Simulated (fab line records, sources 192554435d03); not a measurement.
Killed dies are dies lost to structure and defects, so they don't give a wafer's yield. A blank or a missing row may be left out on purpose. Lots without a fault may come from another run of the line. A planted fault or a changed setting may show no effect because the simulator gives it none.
Split-lot experiment | flow n5_finfet | 7 lots, 21 wafers read, on a route of 1938 steps

THE SPLIT
At N5_WELL_APT_EXPOSE_05 (exposes mask NWELL, defocus 0 nm, target cd 200 nm), the setting dose_mj was moved away from the recipe's 20.3 on 7 of the 21 wafers read, by -6.5% to +5.2%. The other wafers ran this setting at the recipe's value.

FROM THE SPLIT TO THE READING: what the file shows between them, 2 steps
- N5_WELL_APT_DEVELOP_07: develop time 45 s (also split here: develop_time_s)
- N5_WELL_APT_HARDBAKE_12: time 120 s

THE READING
cd_nm, in nm, at N5_WELL_APT_CD_MEAS_08 (target cd 200 nm). Fault-free wafers of this fab line usually give 201.0 nm, standard deviation 1.9 nm.

wafer  | tool, chamber at the split | dose_mj as run | against the recipe | cd_nm, nm | against lot-mates on the recipe
L077.1 | krf_scanner-02, 0          | 20.3           | recipe             | 202.4     | -
L077.3 | krf_scanner-02, 0          | 21.35          | +5.2%              | 212.4     | +10.0
L077.4 | krf_scanner-02, 0          | 21.35          | +5.2%              | 213.8     | +11.4
L080.1 | krf_scanner-02, 0          | 20.3           | recipe             | 200.9     | -
L080.3 | krf_scanner-02, 0          | 18.98          | -6.5%              | 190.0     | -10.9
L080.4 | krf_scanner-02, 0          | 18.98          | -6.5%              | 188.5     | -12.4
L082.1 | krf_scanner-02, 0          | 20.73          | +2.1%              | 204.9     | +5.1
L082.4 | krf_scanner-02, 0          | 20.73          | +2.1%              | 203.4     | +3.6
L082.6 | krf_scanner-02, 0          | 20.3           | recipe             | 199.8     | -
L086.2 | krf_scanner-02, 0          | 20.3           | recipe             | 202.0     | -
L086.4 | krf_scanner-02, 0          | 20.3           | recipe             | 202.2     | -
L086.6 | krf_scanner-02, 0          | 20.3           | recipe             | 201.5     | -
L091.1 | krf_scanner-01, 0          | 20.3           | recipe             | 203.6     | -
L091.2 | krf_scanner-01, 0          | 20.3           | recipe             | 203.5     | -
L091.3 | krf_scanner-01, 0          | 20.3           | recipe             | 205.0     | -
L094.3 | krf_scanner-02, 0          | 20.3           | recipe             | 199.2     | -
L094.5 | krf_scanner-02, 0          | 20.3           | recipe             | 198.0     | -
L094.6 | krf_scanner-02, 0          | 20.3           | recipe             | 199.5     | -
L095.2 | krf_scanner-01, 0          | 20.3           | recipe             | 200.4     | -
L095.3 | krf_scanner-01, 0          | 19.68          | -3.1%              | 195.8     | -4.5
L095.6 | krf_scanner-01, 0          | 20.3           | recipe             | 200.2     | -

THE FIT
A straight line over all 21 wafers: cd_nm changes by +1.97 nm for each +1% of dose_mj; r = +0.95; the points scatter about the line by 1.8 nm.
The same after taking each lot's own level away (the mean of its wafers on the recipe; 21 wafers): +1.88 nm for each +1%; r = +0.99; scatter 0.7 nm.
On that fit, the largest move of dose_mj shifts the reading by 12 nm.
The lots' own levels span 198.90 to 204.03 nm, that is 2.7 times the standard deviation above.
So the lot-to-lot level changes the slope little: the two slopes agree.
Check: with one of the wafers moved furthest among these (-6.5%) left out of the fit, the line predicts -12.5 nm for it against its lot-mates. It came out at -10.9 nm against them.

OTHER SPLITS ON THESE WAFERS
These wafers also went through other splits before the reading. Each is held against what the fit with the lots' levels taken away leaves over:
other split on the same wafers        | wafers away from the commonest value | r with cd_nm (lot level and that fit taken away)
N5_WELL_APT_DEVELOP_07 develop_time_s | 7                                    | -0.02

THE WHOLE CHAIN: every reading that the file lists as answering this split, in the file's order
step                   | what it does             | reading                                                         | change (the file's fit)              | r (the file's)
N5_WELL_APT_CD_MEAS_08 | target cd 200 nm         | cd_nm                                                           | +1.86 nm for each +1% of the setting | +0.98
N5_WELL_APT_DESCUM_13  | chemistry O2, time 7.9 s | WELL_APT.cd_nm (the simulator's own value, which no gauge read) | +1.87 nm for each +1% of the setting | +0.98

THE FILE'S OWN FIT
cd_nm changes by +1.86 nm for each +1% of dose_mj, r = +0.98.
